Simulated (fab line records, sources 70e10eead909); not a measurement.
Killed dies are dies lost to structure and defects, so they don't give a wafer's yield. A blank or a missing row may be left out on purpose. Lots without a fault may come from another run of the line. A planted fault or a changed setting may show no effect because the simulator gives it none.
Chamber matching | flow nand_harc | NHARC_P_CONTACT_ETCH_35 on rie_diel-09: 4 sister chambers
The step etches the open film in CF4, target depth 39 nm, time 65 s. 14 wafers are shown with their chamber, then 7 later ones without.

WAFERS WITH THEIR CHAMBER
wafer  | chamber | drypump_motor_current_A (A) | showerhead_plenum_p_Torr (Torr) | throttle_valve_pct (%)
L074.2 | 1       | 5.1                         | 1.73                            | 13.274
L074.3 | 2       | 5.1                         | 1.69                            | 13.279
L074.4 | 0       | 5.7                         | 1.72                            | 13.266
L077.1 | 2       | 5.1                         | 1.69                            | 13.271
L077.3 | 3       | 6.5                         | 1.68                            | 13.298
L077.5 | 0       | 5.6                         | 1.72                            | 13.284
L080.2 | 3       | 6.5                         | 1.68                            | 13.298
L080.5 | 2       | 5.1                         | 1.69                            | 13.279
L080.6 | 1       | 5.1                         | 1.73                            | 13.277
L085.2 | 1       | 5.1                         | 1.73                            | 13.267
L085.3 | 3       | 6.5                         | 1.68                            | 13.282
L085.4 | 2       | 5.0                         | 1.69                            | 13.284
L091.2 | 2       | 5.1                         | 1.69                            | 13.272
L091.3 | 0       | 5.6                         | 1.71                            | 13.293

SIGNATURES (means of the wafers above)
reading                  | chamber 0 | chamber 1 | chamber 2 | chamber 3 | scatter within a chamber
drypump_motor_current_A  | 5.633     | 5.100     | 5.080     | 6.500     | 0.0383
showerhead_plenum_p_Torr | 1.7167    | 1.7300    | 1.6900    | 1.6800    | 0.00258
throttle_valve_pct       | 13.28100  | 13.27267  | 13.27700  | 13.29267  | 0.00848
Rule: a wafer's distance from a chamber is the root of the sum, over the readings, of the square of ((its reading less the chamber's mean) divided by the reading's scatter). The wafer belongs to the nearest chamber; if the next one is less than 2 further off, it can't be placed. The scatter: the root of (the sum of the squares of (reading less its chamber's mean) over the shown wafers, divided by (wafers less chambers)).

WAFERS WITHOUT THEIR CHAMBER
wafer  | drypump_motor_current_A (A) | showerhead_plenum_p_Torr (Torr) | throttle_valve_pct (%)
L091.4 | 5.1                         | 1.73                            | 13.276
L092.1 | 5.0                         | 1.69                            | 13.292
L092.2 | 5.1                         | 1.73                            | 13.294
L092.5 | 5.6                         | 1.71                            | 13.282
L093.2 | 5.7                         | 1.71                            | 13.294
L093.4 | 5.1                         | 1.73                            | 13.284
L093.5 | 5.1                         | 1.69                            | 13.288

WHICH CHAMBER EACH WENT THROUGH
wafer  | from the rows above | in truth
L091.4 | 1                   | 1
L092.1 | 2                   | 2
L092.2 | 1                   | 1
L092.5 | 0                   | 0
L093.2 | 0                   | 0
L093.4 | 1                   | 1
L093.5 | 2                   | 2
Placed correctly: 7 of 7. Can't be placed from these rows: 0. Placed wrongly: 0.
